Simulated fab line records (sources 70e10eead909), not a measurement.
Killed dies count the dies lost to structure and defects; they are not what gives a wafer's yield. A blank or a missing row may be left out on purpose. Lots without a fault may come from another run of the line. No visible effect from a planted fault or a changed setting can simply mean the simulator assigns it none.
One fault through the eyes of 3 desks || flow nandHarc || every desk sees just its own numbers, and what lay behind them comes last

THE TOOL OWNER'S DESK: pecvd-01
The tool's own readings at NHARC_A_CHANNEL_HOLE_D2_DEP_01 (deposits SiON, target thk 140 nm): means of the sampled wafers that have a number, for each lot that ran on this tool. Any lot whose mean is over 4 standard deviations away from the usual mean is out of limits and marked OUT; that distance is given in the brackets.
Columns: A = heaterPowerOuterW at NHARC_A_CHANNEL_HOLE_D2_DEP_01, usual 384 W; B = heaterPowerW at NHARC_A_CHANNEL_HOLE_D2_DEP_01, usual 673 W; C = rfFwdPowerW at NHARC_A_CHANNEL_HOLE_D2_DEP_01, usual 348.4 W; D = susceptorTempC at NHARC_A_CHANNEL_HOLE_D2_DEP_01, usual 400.02 C
{"lot": "L663", "first seen here": "day 13 13:41", "A": 402, "B": 707, "C": 347.3, "D": 399.92}
{"lot": "L675", "first seen here": "day 18 03:34", "A": 417, "B": 710, "C": 348.1, "D": 399.98}
{"lot": "L679", "first seen here": "day 19 15:10", "A": 364, "B": 640, "C": "403.8 (+46) OUT", "D": 400.14}
{"lot": "L682", "first seen here": "day 20 14:28", "A": 352, "B": 610, "C": "403.1 (+46) OUT", "D": 399.99}
This desk finds L679, L682 out of limits, L679 being first, at day 19 15:10 (rfFwdPowerW at NHARC_A_CHANNEL_HOLE_D2_DEP_01). L663, L675: within limits.

THE METROLOGY DESK
Lot by lot, what the gauges showed, no matter which tool ran the lot: averages of those sampled wafers that carry a number. Any lot whose mean is over 4 standard deviations away from the usual mean is out of limits and marked OUT; that distance is given in the brackets.
Columns: A = thkNm at NHARC_A_ONON_D2_THK_MEAS_27, usual 1000 nm
{"lot": "L665", "first seen here": "day 13 10:24", "A": 1002}
{"lot": "L664", "first seen here": "day 13 10:25", "A": 991}
{"lot": "L663", "first seen here": "day 13 10:27", "A": 1001}
{"lot": "L666", "first seen here": "day 14 07:53", "A": 1000}
{"lot": "L667", "first seen here": "day 14 07:53", "A": 996}
{"lot": "L669", "first seen here": "day 15 03:29", "A": 1002}
{"lot": "L668", "first seen here": "day 15 03:29", "A": 980}
{"lot": "L670", "first seen here": "day 16 06:08", "A": 1009}
{"lot": "L674", "first seen here": "day 17 05:09", "A": 1003}
{"lot": "L675", "first seen here": "day 17 23:37", "A": 992}
{"lot": "L679", "first seen here": "day 19 10:10", "A": 983}
{"lot": "L682", "first seen here": "day 20 11:04", "A": 989}
Finding of this desk: none of the 12 lots has anything out of limits.

THE DEFECT DESK
Lot by lot, what the route's inspections counted, given as the mean of those sampled wafers with a number. Any lot whose mean is over 4 standard deviations away from the usual mean is out of limits and marked OUT; that distance is given in the brackets.
Columns: A = rawDefectCount at NHARC_A_CHANNEL_HOLE_D2_INSPECT_12, usual 29
{"lot": "L665", "first seen here": "day 13 14:20", "A": 58}
{"lot": "L664", "first seen here": "day 13 14:29", "A": 55}
{"lot": "L663", "first seen here": "day 13 14:38", "A": 3}
{"lot": "L666", "first seen here": "day 14 15:38", "A": 5}
{"lot": "L667", "first seen here": "day 14 16:59", "A": 54}
{"lot": "L669", "first seen here": "day 15 07:17", "A": 10}
{"lot": "L668", "first seen here": "day 15 07:43", "A": 56}
{"lot": "L670", "first seen here": "day 16 10:06", "A": 11}
{"lot": "L674", "first seen here": "day 17 12:12", "A": 59}
{"lot": "L675", "first seen here": "day 18 04:16", "A": 14}
{"lot": "L679", "first seen here": "day 19 16:01", "A": 13}
{"lot": "L682", "first seen here": "day 20 15:16", "A": 18}
Finding of this desk: none of the 12 lots has anything out of limits.

TAKEN TOGETHER
On L679, L682, at day 19 15:10, an alarm was possible from the tool owner's desk.
Metrology desk: nothing out of limits seen.
Nothing out of limits was seen by the defect desk.
The metrology desk holds a record of L679, L682, inside its limits.
The defect desk has L679, L682 on record, within its limits.
Every lot named ran NHARC_A_CHANNEL_HOLE_D2_DEP_01 on pecvd-01.

WHAT THE SIMULATOR PUT IN
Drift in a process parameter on pecvd-01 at NHARC_A_CHANNEL_HOLE_D2_DEP_01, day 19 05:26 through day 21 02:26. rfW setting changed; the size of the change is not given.
Struck lots among those shown: L679, L682.
Hours from the fault's start to each desk's first reading out of limits: the tool owner's desk, 10.
